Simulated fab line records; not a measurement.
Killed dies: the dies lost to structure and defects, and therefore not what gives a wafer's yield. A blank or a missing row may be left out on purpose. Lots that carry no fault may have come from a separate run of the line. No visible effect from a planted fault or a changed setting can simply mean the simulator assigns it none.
8D (eight disciplines) problem report, filled in by code || flow n5 finfet || the parts of the form that need people (team, actions taken, sign-off) are left out

## 1. WHAT IS WRONG
run length s at N5_BEOL_M11_ETCH_41 reads a mean of 115.8 s on 5 wafers of 3 lots; wafers without a fault read 109.4 s with a standard deviation of 0.52. Measured from the usual mean, that is +12 standard deviations.
The step: etches SiCN in CH3F/O2, target depth 42.6 nm, time 86 s.
First observed at day 14 06:10: wafer L175.2, on rie diel-04. The record holds 19 wafers of 7 lots with a number at this step. Rule for "out", or "out of limits": more than 4 standard deviations from the usual mean. All remaining wafers that have a number are taken as sound.

## 2. WHAT IT IS AND WHAT IT IS NOT
{"question": "which readings at this step", "is": "run length s", "is not": "drypump motor current A, showerhead plenum p Torr"}
{"question": "which lots", "is": "L175, L177, L179", "is not": "L165, L166, L173, L182"}
{"question": "which wafers of those lots", "is": "L175.2, L175.5, L177.5, L179.2, L179.5", "is not": "L177.1, L177.4"}
{"question": "read on which tools", "is": "rie diel-04", "is not": "rie diel-02, rie diel-06"}
{"question": "when", "is": "from day 14 06:10", "is not": "up to then (9 sound wafers); but 5 sound wafers of L177, L182 came after"}

## 3. WHAT RULES OUT EACH SUSPECT
Counting: a tool at a process step up to the reading stays a suspect if it ran every lot that is out. Sound lots after the first of them don't rule it out here, since some wafers of a struck lot are sound.
- rie diel-04 at N5_BEOL_M11_DESCUM_33 (chemistry O2, time 7.9 s): kept. It ran every lot that is out, first L175 (day 14 05:49); its last sound lot up to then is L173 (day 13 20:36).
- rie diel-04 at N5_BEOL_M11_ETCH_66 (etches SOC in N2/H2, target depth 120 nm, overetch 24 nm, time 180 s): kept. It ran every lot that is out, first L175 (day 14 05:53); its last sound lot up to then is L173 (day 13 20:41).
- rie diel-04 at N5_BEOL_M11_VIA_ETCH_34 (etches SiCOH lowk in C4F6/O2, target depth 184.5 nm, time 69.2 s): kept. It ran every lot that is out, first L175 (day 14 06:01); its last sound lot up to then is L173 (day 13 20:49).
- rie diel-04 at N5_BEOL_M11_STRIP_36 (strips in N2/H2): kept. It ran every lot that is out, first L175 (day 14 06:05); its last sound lot up to then is L173 (day 13 20:52).
- rie diel-04 at N5_BEOL_M11_ETCH_41 (etches SiCN in CH3F/O2, target depth 42.6 nm, time 86 s): kept. It ran every lot that is out, first L175 (day 14 06:10); its last sound lot up to then is L173 (day 13 20:57). Out on those wafers are its own readings of run length s.
Left after counting: rie diel-04 at N5_BEOL_M11_DESCUM_33, rie diel-04 at N5_BEOL_M11_ETCH_66, rie diel-04 at N5_BEOL_M11_VIA_ETCH_34, rie diel-04 at N5_BEOL_M11_STRIP_36, rie diel-04 at N5_BEOL_M11_ETCH_41.

## 4. THE CAUSE (what the simulator had put in)
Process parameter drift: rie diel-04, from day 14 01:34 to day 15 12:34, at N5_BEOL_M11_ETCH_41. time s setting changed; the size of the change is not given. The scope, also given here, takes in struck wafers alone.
This tool is one of the 5 suspects left after counting.

## 5. SEQUENCE OF EFFECTS, ordered by route
Each row: a reading where the mean over the struck wafers with a number is more than 3 standard deviations away from the usual. Only readings for which the record gives a usual standard deviation are gone through. hours: the time from each lot's start at the first step in this table that gives one to its start at this step, as a median over the lots. sigmas: the change in usual standard deviations.
{"hours": 0, "step": "N5_BEOL_M11_ETCH_41", "reading": "run length s", "usual": "109.4 s", "on struck wafers": 115.8, "change": "+6.4", "sigmas": "+12"}
The process steps in it:
- N5_BEOL_M11_ETCH_41: etches SiCN in CH3F/O2, target depth 42.6 nm, time 86 s.

## 6. WHAT WOULD HAVE CAUGHT IT SOONER
The fault began at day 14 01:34; the first out-of-limits reading in this record came at day 14 06:10, 5 hours later.
